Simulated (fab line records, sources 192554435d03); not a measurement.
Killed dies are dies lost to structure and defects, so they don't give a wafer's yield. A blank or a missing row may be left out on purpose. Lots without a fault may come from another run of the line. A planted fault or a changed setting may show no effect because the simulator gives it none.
fab line records | flow n5_finfet
record lots=9 wafers=27 last_day=19
route steps=1938 shown PMOS_HMC_CHANNEL_EPI@73 FIN_SAQP@108 BEOL_M4@1111 PASSIVATION@1936
lots that met no fault: from a run of the same line without faults
start_h: hours from the record's first day to the start of the lot's first wafer shown | wait_h: hours since the lot's step before | " the same as in the row above | L1.1+2: a row that stands for several wafers | - no value, or no start given | * or withheld: withheld | < > ~ a bound
route shown NAME@n: a module of which the file shows steps, and the number in the route of the first | usual: mean/standard deviation of fault-free wafers | same: alike in all rows | chamber/n: place in a boat | sites: the reading at each site | _std_site: their standard deviation | _edge_site: outer sites' mean less inner sites' | radius_mm: how far each site lies from the wafer's centre | mask NAME#n: copy n | behind: the tool/chamber that last shaped the wafer | hold: why the lot was held/for how many hours/how that ended | device: the transistor (n, p or np) that didn't switch | end of line: the same wafers' tests at the end of the route | a step without rows: its recipe alone | killed: dies lost to structure and defects at the first sort, not the wafer's yield | map: a wafer's dies, x killed, . not, _ none there
set.NAME: the setting as run; set.NAME@STEP: as run at that earlier step | model.NAME: the simulator's own value behind a step, which no gauge read
steps of the route over a sample of lots; a table a step, a row a wafer
services: from which hour (start_h, from the record's first day; less than 0 if before it) a tool's chamber was out of use, for how many hours, and why
## steps
# step N5_PMOS_HMC_CHANNEL_EPI_ETCH_38
# recipe chemistry=CF4 target=SiO2 target_depth_a=15 ion_energy_ev=350 pressure_mtorr=10 icp_w=800 bias_w=400 cf4_flow_sccm=80
# usual drypump_motor_current_A=5.83/0.27 oes_product_au=0.999/0.017 throttle_valve_pct=21.83/0.24
# columns lot.wafer tool chamber start_h wait_h drypump_motor_current_A oes_product_au rf_hours_counter_h throttle_valve_pct
L592.4 rie_si-03 3 36.62 0.0 5.74 0.998 80 21.51
L592.5 " 3 " " 5.73 1.003 - 21.53
L592.6 " 0 " " 5.84 0.955 - 21.47
L594.2 rie_si-05 3 48.37 0.0 5.78 1.010 87 21.78
L594.5 " 2 " " 5.69 1.004 - 22.00
L594.6 " 1 " " 5.70 0.977 - 22.08
L596.3 rie_si-03 3 59.73 0.0 5.75 1.001 81 21.53
L596.5 " 0 " " 5.82 0.967 - 21.47
L596.6 " 3 " " 5.74 1.011 - 21.54
L599.2 rie_si-05 2 78.39 0.0 5.69 1.005 145 22.01
L599.3 " 1 " " 5.67 0.968 136 22.08
L599.4 " 0 " " 5.99 1.041 6 21.66
L600.1 rie_si-04 0 84.10 0.0 5.80 0.986 143 22.18
L600.2 " 3 " " 5.94 0.980 169 22.13
L600.3 " 1 " " 6.50 0.997 198 21.84
L603.2 rie_si-04 2 102.13 0.0 5.22 0.997 190 21.76
L603.3 " 3 " " 5.94 0.994 170 22.14
L603.5 " 0 " " 5.79 0.988 - 22.17
L605.2 rie_si-04 3 113.82 0.0 5.92 1.006 170 22.16
L605.3 " 0 " " 5.78 0.995 144 22.17
L605.4 " 0 " " 5.77 0.996 - 22.17
L610.2 rie_si-05 1 144.25 0.0 5.67 0.976 137 22.08
L610.3 " 0 " " 6.02 1.031 7 21.67
L610.6 " 2 " " 5.68 1.006 - 22.01
L611.4 rie_si-03 2 150.08 0.0 6.26 1.004 67 21.72
L611.5 " 3 " " 5.74 1.011 - 21.54
L611.6 " 2 " " 6.26 0.996 - 21.72
# step N5_PMOS_HMC_CHANNEL_EPI_INSPECT_30
# recipe inspect_instrument=darkfield mode=post_epi
# usual raw_defect_count=20/7.3
# columns lot.wafer tool chamber start_h wait_h raw_defect_count
L592.4 defect_inspect-02 - 39.90 0.0 18
L592.5 " - " " 16
L592.6 " - " " 13
L594.2 defect_inspect-02 - 50.77 0.0 25
L594.5 " - " " 27
L594.6 " - " " 26
L596.3 defect_inspect-01 - 62.43 0.0 22
L596.5 " - " " 8
L596.6 " - " " 29
L599.2 defect_inspect-02 - 80.79 0.0 17
L599.3 " - " " 27
L599.4 " - " " 28
L600.1 defect_inspect-01 - 86.43 0.0 17
L600.2 " - " " 24
L600.3 " - " " 34
L603.2 defect_inspect-01 - 104.61 0.0 26
L603.3 " - " " 17
L603.5 " - " " 20
L605.2 defect_inspect-01 - 116.24 0.0 10
L605.3 " - " " 25
L605.4 " - " " 31
L610.2 defect_inspect-02 - 146.79 0.0 19
L610.3 " - " " 12
L610.6 " - " " 17
L611.4 defect_inspect-01 - 152.90 0.0 11
L611.5 " - " " 22
L611.6 " - " " 15
# step N5_FIN_SAQP_EXPOSE_13
# recipe mask_id=FIN_CORE na=1.35 source_shape=dipole sigma_inner=0.538 sigma_outer=0.738 polarization=te target_cd_nm=35.6 dose_mj=63.25
# usual exposure_dose_mJ_cm2=63.21/0.076
# columns lot.wafer tool chamber start_h wait_h mask exposure_dose_mJ_cm2
L592.4 arfi_scanner-02 0 41.11 - FIN_CORE#0 63.07
L592.5 " 0 " " FIN_CORE#0 63.11
L592.6 " 0 " " FIN_CORE#0 63.07
L594.2 arfi_scanner-01 0 51.97 - FIN_CORE#0 63.16
L594.5 " 0 " " FIN_CORE#0 63.16
L594.6 " 0 " " FIN_CORE#0 63.14
L596.3 arfi_scanner-02 0 63.63 - FIN_CORE#0 63.19
L596.5 " 0 " " FIN_CORE#0 63.13
L596.6 " 0 " " FIN_CORE#0 63.23
L599.2 arfi_scanner-01 0 82.29 - FIN_CORE#0 63.18
L599.3 " 0 " " FIN_CORE#0 63.21
L599.4 " 0 " " FIN_CORE#0 63.26
L600.1 arfi_scanner-01 0 87.60 - FIN_CORE#0 63.20
L600.2 " 0 " " FIN_CORE#0 63.16
L600.3 " 0 " " FIN_CORE#0 63.21
L603.2 arfi_scanner-02 0 107.24 - FIN_CORE#0 63.23
L603.3 " 0 " " FIN_CORE#0 63.30
L603.5 " 0 " " FIN_CORE#0 63.20
L605.2 arfi_scanner-01 0 117.45 - FIN_CORE#0 60.42
L605.3 " 0 " " FIN_CORE#0 60.53
L605.4 " 0 " " FIN_CORE#0 60.51
L610.2 arfi_scanner-03 0 148.11 - FIN_CORE#0 63.16
L610.3 " 0 " " FIN_CORE#0 63.18
L610.6 " 0 " " FIN_CORE#0 63.24
L611.4 arfi_scanner-03 0 153.98 - FIN_CORE#0 63.11
L611.5 " 0 " " FIN_CORE#0 63.08
L611.6 " 0 " " FIN_CORE#0 63.12
# step N5_FIN_SAQP_CD_MEAS_16
# recipe target_cd_nm=35.6 landing_energy_ev=500 detector=se_inlens
# usual cd_nm=35.5/0.32
# columns lot.wafer tool chamber start_h wait_h cd_nm
L592.4 cd_sem-01 0 41.23 - 36.4
L592.5 " 0 " " 36.1
L592.6 " 0 " " 36.5
L594.2 cd_sem-03 0 52.10 - 35.5
L594.5 " 0 " " 34.8
L594.6 " 0 " " 35.3
L596.3 cd_sem-02 0 63.75 - 35.7
L596.5 " 0 " " 35.4
L596.6 " 0 " " 35.3
L599.2 cd_sem-03 0 82.41 - 36.4
L599.3 " 0 " " 35.6
L599.4 " 0 " " 35.4
L600.1 cd_sem-01 0 87.73 - 35.6
L600.2 " 0 " " 35.6
L600.3 " 0 " " 35.3
L603.2 cd_sem-01 0 107.36 - 35.7
L603.3 " 0 " " 35.5
L603.5 " 0 " " 35.6
L605.2 cd_sem-01 0 117.57 - 27.8
L605.3 " 0 " " 28.9
L605.4 " 0 " " 34.0
L610.2 cd_sem-03 0 148.23 - 35.6
L610.3 " 0 " " 35.2
L610.6 " 0 " " 35.5
L611.4 cd_sem-01 0 154.10 - 35.5
L611.5 " 0 " " 35.2
L611.6 " 0 " " 35.5
# step N5_FIN_SAQP_DESCUM_21
# recipe chemistry=O2 time_s=7.9 source_power_w=50 bias_power_w=20 pressure_mtorr=20 rf_frequency_hz=2.712e+07 temp_c=40 resist=CAR-ArF o2_flow_sccm=225
# usual drypump_motor_current_A=5.4/0.38 oes_product_au=0.82/0.1 rf_vpp_V=243.7/1.1 showerhead_plenum_p_Torr=2.14/0.056 throttle_valve_pct=20.42/0.2
# columns lot.wafer tool chamber start_h wait_h drypump_motor_current_A oes_product_au rf_hours_counter_h rf_vpp_V showerhead_plenum_p_Torr throttle_valve_pct
L592.4 rie_diel-04 1 41.38 0.1 5.4 0.68 - 245.2 2.06 20.70
L592.5 " 3 " " 5.6 0.97 - 244.4 2.15 20.38
L592.6 " 2 " " 5.4 0.95 - 244.0 2.15 20.38
L594.2 rie_diel-01 0 52.19 0.0 5.3 0.97 14 245.0 2.22 20.09
L594.5 " 0 " " 5.3 0.96 - 246.7 2.22 20.11
L594.6 " 2 " " 6.1 0.99 - 245.6 2.24 20.21
L596.3 rie_diel-01 2 63.85 0.0 6.0 0.96 10 246.3 2.24 20.21
L596.5 " 2 " " 6.0 0.96 - 245.8 2.24 20.21
L596.6 " 3 " " 5.7 1.03 - 241.6 2.06 20.20
L599.2 rie_diel-02 3 82.51 0.0 5.1 0.76 140 244.2 2.18 20.25
L599.3 " 2 " " 5.5 0.76 146 244.1 2.10 20.34
L599.4 " 1 " " 4.7 0.86 63 243.2 2.12 20.60
L600.1 rie_diel-02 0 87.83 0.0 5.7 0.71 193 243.5 2.17 20.82
L600.2 " 3 " " 5.1 0.75 141 244.2 2.18 20.27
L600.3 " 2 " " 5.5 0.75 147 244.6 2.10 20.35
L603.2 rie_diel-02 1 107.46 0.0 4.7 0.86 71 243.2 2.12 20.62
L603.3 " 3 " " 5.1 0.76 147 245.2 2.17 20.26
L603.5 " 2 " " 5.5 0.75 - 244.6 2.10 20.34
L605.2 rie_diel-02 2 118.16 0.5 5.5 0.74 158 243.4 2.09 20.35
L605.3 " 1 " " 4.7 0.85 77 242.8 2.12 20.61
L605.4 " 2 " " 5.5 0.74 - 242.5 2.09 20.38
L610.2 rie_diel-04 1 148.33 0.0 5.4 0.92 22 243.6 2.05 20.37
L610.3 " 0 " " 5.7 0.72 210 243.7 2.08 20.60
L610.6 " 0 " " 5.7 0.72 - 243.3 2.08 20.61
L611.4 rie_diel-04 0 154.22 0.0 5.7 0.72 - 243.1 2.07 20.58
L611.5 " 1 " " 5.4 0.91 - 242.2 2.05 20.34
L611.6 " 2 " " 5.5 0.88 - 244.1 2.13 20.46
# step N5_BEOL_M4_RC_MEAS_101
# usual DIBL_N=36.2/1.2 DIBL_P=36.3/1.3 IOFF_N=0.155/0.019 IOFF_P=0.210/0.029 ION_N=677/8.6 ION_P=465/6.8 SS_N=71.4/0.48 SS_P=73.2/0.53 VT_N=249.9/2.4 VT_P=-250/3.2
# columns lot.wafer tool chamber start_h wait_h DIBL_N[mV/V] DIBL_P[mV/V] IOFF_N[nA/um] IOFF_P[nA/um] ION_N[uA/um] ION_P[uA/um] SS_N[mV/dec] SS_P[mV/dec] VT_N[mV] VT_P[mV]
L592.4 prober-01 0 188.14 0.5 34.5 35.1 0.138 0.196 682 470 70.4 73.4 250.0 -249
L592.5 " 0 " " 34.6 34.9 0.140 0.194 670 465 70.7 72.7 251.1 -251
L592.6 " 0 " " 34.0 34.1 0.121 0.177 664 456 70.3 72.9 253.0 -254
L594.2 prober-02 0 206.36 0.2 37.6 37.0 0.164 0.198 679 458 71.6 73.7 248.7 -252
L594.5 " 0 " " 37.2 36.6 0.149 0.181 673 457 71.4 74.1 252.1 -253
L594.6 " 0 " " 36.1 35.7 0.144 0.183 674 465 71.0 73.3 251.6 -251
L596.3 prober-01 0 233.15 0.3 35.4 36.0 0.149 0.187 678 464 71.4 72.9 248.8 -254
L596.5 " 0 " " 36.3 36.8 0.161 0.198 689 469 71.6 73.5 249.3 -252
L596.6 " 0 " " 34.9 35.4 0.133 0.178 667 464 71.3 73.0 252.8 -255
L599.2 prober-01 0 245.08 0.2 34.4 33.4 0.117 0.192 669 470 70.6 72.5 253.2 -245
L599.3 " 0 " " 36.1 36.1 0.154 0.227 680 474 71.4 73.4 250.9 -247
L599.4 " 0 " " 37.6 37.4 0.181 0.253 684 470 71.6 74.0 246.6 -247
L600.1 prober-01 0 253.57 0.0 35.5 35.8 0.165 0.222 687 467 71.0 73.1 245.4 -249
L600.2 " 0 " " 37.7 37.8 0.204 0.267 678 470 71.8 73.8 246.3 -248
L600.3 " 0 " " 35.9 35.3 0.152 0.218 678 469 71.9 73.3 252.4 -250
L603.2 prober-02 0 273.99 0.2 35.4 37.3 0.158 0.225 674 462 71.5 74.0 251.2 -249
L603.3 " 0 " " 34.9 36.4 0.147 0.215 675 469 71.8 73.4 249.0 -249
L603.5 " 0 " " 35.6 37.5 0.172 0.238 680 472 70.5 73.7 248.5 -246
L605.4 prober-01 0 281.18 0.5 35.7 36.4 0.152 0.187 672 453 72.4 73.1 251.7 -254
L610.2 prober-02 0 308.16 0.2 37.6 36.5 0.155 0.207 665 457 71.7 72.6 250.2 -250
L610.3 " 0 " " 37.3 37.1 0.156 0.218 680 465 71.6 72.3 250.3 -249
L610.6 " 0 " " 37.2 36.3 0.147 0.203 671 467 71.3 73.1 250.7 -249
L611.4 prober-02 0 329.51 0.5 36.7 36.1 0.170 0.206 676 466 71.5 73.0 247.0 -251
L611.5 " 0 " " 36.6 35.9 0.166 0.199 676 461 70.6 73.5 250.3 -252
L611.6 " 0 " " 37.7 38.0 0.184 0.240 690 471 72.1 73.9 245.6 -249
# step N5_PASSIVATION_PROBE_49
# usual defect_limited_yield=91.2/1.4 killed_at_M0_to_M3=34/10 killed_at_M4_up=13/5.1 killed_at_contacts=12/6.5 killed_at_front_end=41/11 killed_at_other=4/3.3 killed_dies=104/16 killed_on_rim=14/3.9 killed_open=69/13 killed_short=33/7 sort_bin_5_function=5.1/0.91 sort_bin_6_memory=3.3/0.69 sort_n_pass=1076/16 sort_yield_pct=91.2/1.4
# same gross_dies=1180 killed_at_back_side=0 sort_bin_4_leakage[%]=0 sort_bin_8_speed[%]=0
# columns lot.wafer tool chamber start_h wait_h defect_limited_yield[%] killed_at_M0_to_M3 killed_at_M4_up killed_at_contacts killed_at_front_end killed_at_other killed_dies killed_on_rim killed_open killed_short sort_bin_5_function[%] sort_bin_6_memory[%] sort_n_pass sort_yield_pct[%]
L605.2 prober-02 - 376.58 0.1 12.1 22 4 19 989 3 1037 90 51 19 85.7 2.1 143 12.1
L605.3 prober-02 - 376.63 0.1 38.6 29 6 23 660 6 724 30 57 33 58.5 2.6 456 38.6
L605.4 prober-02 - 376.68 0.2 91.6 28 11 16 38 6 99 11 67 32 4.5 3.6 1081 91.6
# killed by level:class
L605.2 FIN_SAQP:area_expose=967 MOL_CONTACT_COAG:geometric_particle:open=19 BEOL_M3:geometric_particle:open=13 GATE_CUT:geometric_particle:short=8 STI_FIN_REVEAL:geometric_particle:open=5 FIN_SAQP:geometric_particle:open=2 FIN_SAQP:geometric_particle:short=2 ILD0:geometric_particle:short=2
L605.3 FIN_SAQP:area_expose=634 MOL_CONTACT_COAG:geometric_particle:open=20 BEOL_M3:geometric_particle:open=9 GATE_CUT:geometric_particle:short=8 BEOL_M0_SAQP:geometric_particle:open=5 STI_FIN_REVEAL:geometric_particle:open=4 DUMMY_GATE:geometric_particle:open=4 STARTING-WAFER:geometric_particle:short=4
L605.4 MOL_CONTACT_COAG:geometric_particle:open=14 FIN_SAQP:geometric_particle:short=10 BEOL_M3:geometric_particle:open=10 STI_FIN_REVEAL:geometric_particle:open=9 FIN_SAQP:geometric_particle:open=7 BEOL_M1:geometric_particle:open=6 BEOL_M0_SAQP:geometric_particle:short=5 BEOL_M0_SAQP:geometric_particle:open=4
## services
# columns tool chamber start_h hours kind
arfi_scanner-02 - 22.51 0.8 pm
arfi_scanner-01 - 25.38 3.1 pm
arfi_scanner-01 - 28.50 1.3 pm
arfi_scanner-01 - 29.80 4.9 pm
arfi_scanner-01 - 35.70 0.8 pm
rie_diel-04 0 37.44 4.8 repair
arfi_scanner-01 - 39.93 1.3 pm
rie_si-03 1 52.42 2.1 repair
arfi_scanner-02 - 73.53 16.0 pm
arfi_scanner-01 - 75.21 4.8 repair
rie_diel-04 - 89.16 0.4 repair
arfi_scanner-02 - 89.53 1.3 pm
arfi_scanner-02 - 90.83 1.0 pm
arfi_scanner-02 - 91.83 1.0 pm
rie_si-03 - 106.36 0.2 repair
rie_si-05 - 108.66 0.3 repair
rie_si-05 3 108.97 2.1 repair
rie_si-05 - 111.27 14.6 pm
rie_diel-02 0 113.52 7.3 repair
arfi_scanner-02 - 114.81 6.0 pm
arfi_scanner-01 - 122.75 3.9 pm
rie_diel-02 1 137.28 9.5 repair
arfi_scanner-01 - 149.58 1.0 pm
arfi_scanner-01 - 153.04 1.0 pm
## key
first_sign step=N5_FIN_SAQP_EXPOSE_13 reading=exposure_dose_mJ_cm2 direction=down sigmas=36 usual=63.21 struck=60.49
effect step=N5_FIN_SAQP_CD_MEAS_16 reading=cd_nm direction=down sigmas=16 usual=35.5 struck=30.2 through=control_loop
effect step=N5_PASSIVATION_PROBE_49 reading=sort_bin_5_function direction=up sigmas=49 usual=5.1 struck=49.5 wafers_moved=2
more_kills_born_at N5_FIN_SAQP_EXPOSE_13@arfi_scanner-01=1601
met_at N5_FIN_SAQP_EXPOSE_13
struck_lots L605
later_rows_left_out L605.2,L605.3
loop_trim step=N5_FIN_SAQP_EXPOSE_13 setting=dose lots=L605
not_acting_at N5_PMOS_HMC_CHANNEL_EPI_ETCH_38,N5_PMOS_HMC_CHANNEL_EPI_INSPECT_30,N5_FIN_SAQP_DESCUM_21
onset_between 87.60 117.45
fault kind=process_parameter_drift tool=arfi_scanner-01 chamber=- onset_h=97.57 steps=N5_FIN_SAQP_EXPOSE_13 channel=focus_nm offset=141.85 spread_by_wafer=0.3 shape=step end_h=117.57
# later_rows_left_out: the simulator's readings of these wafers behind a module that went badly wrong aren't trusted and aren't shown, but for the sort
# loop_trim: a control loop set the setting to another value than it would have without faults
